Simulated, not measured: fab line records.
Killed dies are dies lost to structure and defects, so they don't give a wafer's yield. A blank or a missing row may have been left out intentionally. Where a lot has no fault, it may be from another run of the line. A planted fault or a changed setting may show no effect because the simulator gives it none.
Matching of chambers    flow nandHarc    NHARC_A_STAIRCASE_DESCUM_270 on rieDiel-09 has 4 sister chambers
The step chemistry O2, time 3 s. 4 wafers are shown with their chamber, then 10 later ones without.

== WAFERS WITH THEIR CHAMBER ==
wafer   chamber  showerheadPlenumPTorr (Torr)
L079.6  1        1.84
L085.6  0        2.04
L088.4  3        1.85
L088.5  2        1.97

== WAFERS WITH NO CHAMBER GIVEN ==
wafer   showerheadPlenumPTorr (Torr)
L088.6  1.85
L090.2  1.97
L090.3  2.04
L090.4  1.83
L093.1  1.96
L093.3  1.83
L093.6  2.03
L096.1  1.83
L096.2  1.84
L096.3  2.03

== WHICH CHAMBER EACH ONE RAN IN ==
wafer   from the rows above      in truth
L088.6  can't be placed: 3 or 1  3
L090.2  2                        2
L090.3  0                        0
L090.4  can't be placed: 1 or 3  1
L093.1  2                        2
L093.3  can't be placed: 1 or 3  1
L093.6  0                        0
L096.1  can't be placed: 1 or 3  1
L096.2  can't be placed: 1 or 3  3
L096.3  0                        0
Placed correctly: 5 of 10. Cannot be placed on the basis of these rows: 5; the candidates contain the true chamber in 5. Wrongly placed: 0.
How it was worked out, from the rows above alone: a wafer's distance from a chamber is the root of the sum, over the readings, of the square of ((its reading less the chamber's mean) divided by the reading's scatter). If the next closest chamber is less than 2 further off than the closest, the wafer can't be placed; otherwise it belongs to the closest. Each chamber's mean is taken over the wafers shown for it. The scatter: with one shown wafer a chamber, the root of the mean of the squares of how far each hidden wafer lies from its nearest shown one.
